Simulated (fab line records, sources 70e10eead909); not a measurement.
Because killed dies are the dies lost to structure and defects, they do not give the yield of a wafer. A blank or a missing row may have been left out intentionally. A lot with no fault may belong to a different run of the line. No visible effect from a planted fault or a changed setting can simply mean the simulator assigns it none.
fab line records	flow nandHarc
record lots=11	wafers=33	lastDay=33
route steps=1302 shown P_ZERO_WELL@14
lots that met no fault: from a run of the same line without faults
startH: hours from the record's first day to the start of the lot's first wafer shown	waitH: hours from the lot's prior step to this one	" as in the row above	L1.1+2: several wafers, shown together as one row	- no value present, or no start provided	* or withheld: withheld	< > ~ a bound
route shown NAME@n: NAME is a module with steps in the file, n the number in the route of the first one	usual: the fault-free wafers' mean and standard deviation	same: alike in all rows	chamber/n: place in a boat	sites: the reading at each site	_std_site: the values' standard deviation	_edge_site: mean of outer sites minus mean of inner sites	radiusMm: for every site, how far away it sits from the centre of the wafer	mask NAME#n: copy n	behind: the tool/chamber that last shaped the wafer	hold: the reason the lot was held/the length of the hold in hours/how it ended	device: which transistor (n, p or np) failed to switch	end of line: the tests these same wafers got at the end of their route	a step without rows: its recipe alone	killed: the dies lost at the first sort to structure and to defects; this is not the yield of the wafer	map: per-die view of a wafer (x killed, . not killed, _ where there is no die)
set.NAME: the setting the step ran with; set.NAME@STEP: the setting that earlier step ran with	model.NAME: the simulator's own value behind a step, which no gauge read
the route's steps for a sample of lots (tables are steps, rows are wafers)
services: a tool's chamber out of use, with start hour (startH, from the record's first day; less than 0 if before it), hours out, and reason
## steps
# step NHARC_P_ZERO_WELL_CD_MEAS_11
# recipe targetCdNm=500	landingEnergyEv=500
# usual cdNm=499.8/1.2
lot.wafer	tool	chamber	startH	waitH	cdNm
L671.3	cdSem-02	0	21.26	-	500.4
L671.4	"	0	"	"	500.0
L671.6	"	0	"	"	500.4
L674.1	cdSem-03	0	51.32	-	499.5
L674.4	"	0	"	"	500.0
L674.6	"	0	"	"	499.9
L676.1	cdSem-01	0	71.11	-	499.8
L676.2	"	0	"	"	500.1
L676.6	"	0	"	"	497.4
L677.1	cdSem-01	0	81.24	-	501.2
L677.4	"	0	"	"	499.6
L677.5	"	0	"	"	501.5
L679.1	cdSem-03	0	101.24	-	499.4
L679.2	"	0	"	"	499.3
L679.4	"	0	"	"	498.1
L680.3	cdSem-01	0	111.31	-	498.9
L680.5	"	0	"	"	497.3
L680.6	"	0	"	"	496.4
L689.1	cdSem-03	0	201.13	-	501.3
L689.3	"	0	"	"	499.0
L689.6	"	0	"	"	499.1
L691.2	cdSem-01	0	221.24	-	500.1
L691.3	"	0	"	"	498.5
L691.6	"	0	"	"	499.3
L692.2	cdSem-01	0	231.18	-	499.6
L692.3	"	0	"	"	499.7
L692.4	"	0	"	"	500.1
L693.1	cdSem-02	0	241.23	-	497.5
L693.2	"	0	"	"	499.6
L693.3	"	0	"	"	497.8
L694.1	cdSem-01	0	251.25	-	500.7
L694.5	"	0	"	"	497.8
L694.6	"	0	"	"	499.4
# step NHARC_P_ZERO_WELL_ETCH_63
# recipe targetDepthA=1200	timeS=40.1	hbrFlowSccm=150	cl2FlowSccm=50	rfW=400	icpW=400	biasW=100	chemistry=HBr/Cl2
# usual biasW=100.0/0.31	drypumpMotorCurrentA=5.9/0.57	oesProductAu=1.002/0.0083	throttleValvePct=26.405/0.0095
lot.wafer	tool	chamber	startH	waitH	biasW	drypumpMotorCurrentA	oesProductAu	rfHoursCounterH	throttleValvePct
L671.4	rieSi-06	2	21.66	-	99.8	6.6	0.993	0.7	26.420
L671.3	"	0	"	"	99.4	6.3	0.998	0.8	26.414
L671.6	"	2	"	"	100.0	6.6	0.994	-	26.415
L674.1	rieSi-01	1	52.07	-	100.0	6.2	1.010	0.2	26.409
L674.6	"	0	"	"	100.2	5.7	0.998	-	26.403
L674.4	"	1	"	"	100.1	6.2	0.995	-	26.397
L676.2	rieSi-01	0	71.58	-	100.3	5.7	0.999	0.4	26.408
L676.1	"	2	"	"	99.6	6.1	1.003	0.3	26.415
L676.6	"	3	"	"	99.7	6.6	1.010	-	26.415
L677.4	rieSi-06	3	81.67	-	99.7	5.0	0.990	0.0	26.410
L677.1	"	1	"	"	100.3	5.4	0.994	0.0	26.407
L677.5	"	3	"	"	100.0	5.0	0.999	-	26.400
L679.1	rieSi-04	3	101.66	-	100.0	6.5	1.022	0.6	26.402
L679.2	"	0	"	"	100.4	5.8	1.000	0.5	26.400
L679.4	"	1	"	"	100.2	5.5	0.999	0.5	26.395
L680.3	rieSi-06	0	111.74	-	99.4	6.3	0.999	0.2	26.402
L680.5	"	3	"	"	99.9	4.9	0.981	-	26.420
L680.6	"	0	"	"	100.1	6.3	0.996	-	26.391
L689.1	rieSi-06	3	201.54	-	99.8	4.9	1.009	0.8	26.392
L689.3	"	0	"	"	99.4	6.3	1.014	0.7	26.408
L689.6	"	0	"	"	100.2	6.3	0.998	-	26.410
L691.3	rieSi-06	3	221.81	-	99.9	4.9	1.005	1.0	26.416
L691.2	"	0	"	"	100.3	6.3	1.009	0.9	26.411
L691.6	"	0	"	"	100.2	6.3	1.003	-	26.406
L692.2	rieSi-04	1	231.61	-	100.0	5.5	0.992	0.4	26.416
L692.3	"	2	"	"	100.3	5.4	1.004	0.4	26.395
L692.4	"	3	"	"	100.1	6.5	1.004	0.4	26.395
L693.1	rieSi-06	3	241.65	-	100.1	4.9	1.006	1.1	26.389
L693.3	"	0	"	"	100.7	6.3	1.002	1.0	26.408
L693.2	"	1	"	"	100.1	5.4	1.019	0.7	26.398
L694.1	rieSi-04	0	252.38	-	99.7	5.8	0.995	0.5	26.400
L694.5	"	2	"	"	100.2	5.4	0.992	-	26.415
L694.6	"	3	"	"	100.3	6.5	1.002	-	26.400
# step NHARC_P_ZERO_WELL_DESCUM_26
# recipe timeS=3	o2FlowSccm=200	arFlowSccm=0	biasPowerW=0	chemistry=O2
# usual drypumpMotorCurrentA=5.6/0.45	o2FlowSccm=199.9/0.62	oesProductAu=1.000/0.0073	rfVppV=57.7/0.86	showerheadPlenumPTorr=1.88/0.06	throttleValvePct=11.312/0.0083
lot.wafer	tool	chamber	startH	waitH	drypumpMotorCurrentA	o2FlowSccm	oesProductAu	rfHoursCounterH	rfVppV	showerheadPlenumPTorr	throttleValvePct
L671.4	rieDiel-05	0	22.62	-	6.1	200.5	0.991	39	57.7	1.95	11.306
L671.3	"	3	"	"	4.9	201.0	1.006	42	57.5	1.87	11.298
L671.6	"	1	"	"	4.8	199.7	0.994	-	60.3	2.00	11.313
L674.4	rieDiel-04	2	53.17	-	5.1	200.6	1.001	14	58.8	1.84	11.309
L674.1	"	1	"	"	5.9	200.7	1.020	17	57.7	1.91	11.318
L674.6	"	2	"	"	5.1	199.4	1.012	-	57.3	1.84	11.313
L676.2	rieDiel-04	2	72.67	-	5.1	199.8	0.991	22	57.7	1.84	11.304
L676.1	"	1	"	"	5.8	200.1	1.003	24	57.5	1.91	11.322
L676.6	"	1	"	"	5.9	200.0	1.015	-	58.1	1.91	11.314
L677.4	rieDiel-02	3	82.74	-	5.6	199.2	0.997	9	56.3	1.82	11.323
L677.1	"	2	"	"	5.7	200.3	0.996	9	58.3	1.97	11.317
L677.5	"	0	"	"	5.1	200.7	1.001	-	58.8	1.88	11.313
L679.2	rieDiel-04	0	102.62	-	5.6	199.5	1.005	34	58.6	1.87	11.314
L679.1	"	1	"	"	5.8	199.9	1.001	35	59.5	1.91	11.305
L679.4	"	3	"	"	6.2	201.3	0.993	23	57.6	1.97	11.309
L680.3	rieDiel-05	2	112.82	-	6.2	199.2	1.001	19	56.5	1.91	11.320
L680.6	"	1	"	"	4.8	199.9	1.001	-	59.1	2.00	11.310
L680.5	"	2	"	"	6.3	199.2	0.994	-	57.6	1.91	11.317
L689.3	rieDiel-02	1	202.65	-	5.7	200.8	1.005	51	58.3	1.79	11.312
L689.1	"	2	"	"	5.7	199.9	1.001	50	58.1	1.95	11.323
L689.6	"	0	"	"	5.1	199.4	1.001	-	57.4	1.86	11.315
L691.2	rieDiel-05	2	222.80	-	6.3	199.7	0.994	56	57.4	1.90	11.307
L691.3	"	0	"	"	6.1	199.5	1.004	56	57.1	1.93	11.308
L691.6	"	3	"	"	4.9	200.9	1.004	-	58.5	1.85	11.323
L692.4	rieDiel-02	2	232.57	-	5.7	199.4	1.002	1	58.3	1.95	11.306
L692.3	"	3	"	"	5.6	201.1	1.011	1	58.2	1.80	11.309
L692.2	"	1	"	"	5.7	200.0	1.003	1	56.3	1.79	11.302
L693.2	rieDiel-04	1	242.78	-	5.9	201.2	0.989	16	57.4	1.89	11.301
L693.3	"	2	"	"	5.1	199.8	0.989	14	57.1	1.83	11.304
L693.1	"	3	"	"	6.1	200.6	0.984	14	59.4	1.95	11.320
L694.1	rieDiel-02	0	253.46	-	5.1	199.8	1.004	12	57.1	1.86	11.326
L694.6	"	3	"	"	5.6	199.9	1.011	-	57.9	1.80	11.316
L694.5	"	0	"	"	5.1	200.2	1.000	-	57.7	1.86	11.313
# step NHARC_P_ZERO_WELL_EXPOSE_49
# recipe na=0.6	targetCdNm=2000	doseMj=22.64	maskId=P_HVPW
# usual stageVelMmS=499.96/0.29
lot.wafer	tool	chamber	startH	waitH	mask	stageVelMmS
L671.3	krfScanner-03	0	25.51	-	P_HVPW#0	500.16
L671.4	"	0	"	"	P_HVPW#0	500.15
L671.6	"	0	"	"	P_HVPW#0	500.02
L674.1	krfScanner-01	0	56.01	-	P_HVPW#0	500.14
L674.4	"	0	"	"	P_HVPW#0	500.19
L674.6	"	0	"	"	P_HVPW#0	500.01
L676.1	krfScanner-01	0	75.48	-	P_HVPW#0	500.07
L676.2	"	0	"	"	P_HVPW#0	499.88
L676.6	"	0	"	"	P_HVPW#0	499.89
L677.1	krfScanner-01	0	85.59	-	P_HVPW#0	499.95
L677.4	"	0	"	"	P_HVPW#0	499.93
L677.5	"	0	"	"	P_HVPW#0	499.96
L679.1	krfScanner-02	0	105.59	-	P_HVPW_R1#0	499.95
L679.2	"	0	"	"	P_HVPW_R1#0	500.32
L679.4	"	0	"	"	P_HVPW_R1#0	499.95
L680.3	krfScanner-02	0	115.65	-	P_HVPW#0	499.66
L680.5	"	0	"	"	P_HVPW#0	499.74
L680.6	"	0	"	"	P_HVPW#0	499.85
L689.1	krfScanner-02	0	205.45	-	P_HVPW#0	499.92
L689.3	"	0	"	"	P_HVPW#0	500.10
L689.6	"	0	"	"	P_HVPW#0	500.35
L691.2	krfScanner-02	0	227.92	-	P_HVPW#0	500.12
L691.3	"	0	"	"	P_HVPW#0	499.68
L691.6	"	0	"	"	P_HVPW#0	499.62
L692.2	krfScanner-03	0	235.55	-	P_HVPW#0	500.41
L692.3	"	0	"	"	P_HVPW#0	500.24
L692.4	"	0	"	"	P_HVPW#0	500.36
L693.1	krfScanner-01	0	245.66	-	P_HVPW#0	500.01
L693.2	"	0	"	"	P_HVPW#0	500.10
L693.3	"	0	"	"	P_HVPW#0	500.38
L694.1	krfScanner-02	0	256.41	-	P_HVPW#0	500.54
L694.5	"	0	"	"	P_HVPW#0	500.49
L694.6	"	0	"	"	P_HVPW#0	500.11
# step NHARC_P_ZERO_WELL_CD_MEAS_52
# recipe targetCdNm=2000	landingEnergyEv=500
# usual cdNm=1999.9/1.4
lot.wafer	tool	chamber	startH	waitH	cdNm
L671.3	cdSem-01	0	25.67	-	2000.4
L671.4	"	0	"	"	2001.5
L671.6	"	0	"	"	2000.6
L674.1	cdSem-03	0	56.17	-	1996.7
L674.4	"	0	"	"	2000.0
L674.6	"	0	"	"	1997.4
L676.1	cdSem-02	0	75.63	-	1998.4
L676.2	"	0	"	"	2000.0
L676.6	"	0	"	"	2000.5
L677.1	cdSem-02	0	85.75	-	1998.2
L677.4	"	0	"	"	2001.9
L677.5	"	0	"	"	1999.9
L679.1	cdSem-01	0	105.75	-	1970.0
L679.2	"	0	"	"	1968.4
L679.4	"	0	"	"	1970.3
L680.3	cdSem-01	0	115.80	-	2000.5
L680.5	"	0	"	"	1999.0
L680.6	"	0	"	"	1999.5
L689.1	cdSem-03	0	205.61	-	1999.9
L689.3	"	0	"	"	1999.2
L689.6	"	0	"	"	2001.0
L691.2	cdSem-03	0	228.07	-	2001.2
L691.3	"	0	"	"	1999.7
L691.6	"	0	"	"	1999.8
L692.2	cdSem-02	0	235.71	-	1999.0
L692.3	"	0	"	"	1997.6
L692.4	"	0	"	"	1999.5
L693.1	cdSem-03	0	245.82	-	2001.7
L693.2	"	0	"	"	2000.3
L693.3	"	0	"	"	1999.8
L694.1	cdSem-03	0	256.56	-	2000.1
L694.5	"	0	"	"	2001.0
L694.6	"	0	"	"	2002.2
## services
tool	chamber	startH	hours	kind
rieSi-04	0	-0.07	6.1	repair
rieDiel-04	-	0.90	9.0	pm
rieDiel-05	2	4.02	8.8	repair
rieDiel-05	1	8.02	1.2	repair
krfScanner-01	-	15.45	2.3	repair
rieDiel-02	-	40.90	9.0	pm
rieDiel-05	-	52.60	9.0	pm
rieDiel-04	3	67.79	10.4	repair
rieSi-06	-	72.00	9.0	pm
rieSi-04	-	80.83	0.5	repair
rieDiel-04	3	82.41	12.7	repair
krfScanner-02	-	94.00	4.0	pm
rieDiel-02	2	116.29	2.0	repair
rieDiel-02	1	117.11	10.1	repair
krfScanner-01	-	122.28	1.5	repair
krfScanner-02	-	123.41	2.9	repair
krfScanner-01	-	140.00	4.0	pm
rieSi-06	1	150.65	7.0	repair
rieDiel-04	-	178.73	9.0	pm
rieDiel-02	0	206.01	5.8	repair
rieDiel-02	-	217.90	9.0	pm
rieDiel-04	1	228.76	3.0	repair
krfScanner-02	-	240.64	2.5	repair
rieSi-06	-	249.00	9.0	pm
## key
firstSign step=NHARC_P_ZERO_WELL_EXPOSE_49	reading=mask	direction=changed
effect step=NHARC_P_ZERO_WELL_CD_MEAS_52	reading=cdNm	direction=down	sigmas=22	usual=1999.9	struck=1969.5
metAt NHARC_P_ZERO_WELL_EXPOSE_49
struckLots L679
testerLeftOut L679
notActingAt NHARC_P_ZERO_WELL_CD_MEAS_11,NHARC_P_ZERO_WELL_ETCH_63,NHARC_P_ZERO_WELL_DESCUM_26
fault kind=wrongMask	tool=any	chamber=-	onsetH=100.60	steps=NHARC_P_ZERO_WELL_EXPOSE_49	auxCopy=P_HVPW_R1#0	cdOffsetNm=-29.056	scope=struckLotsOnly
# testerLeftOut: of these lots the tester's yield and bins aren't shown, on N5 and GAA mostly nor the transistor test; their killed dies are dies lost to structure and defects alone, not to doping, threshold or leakage, so they don't give the yield
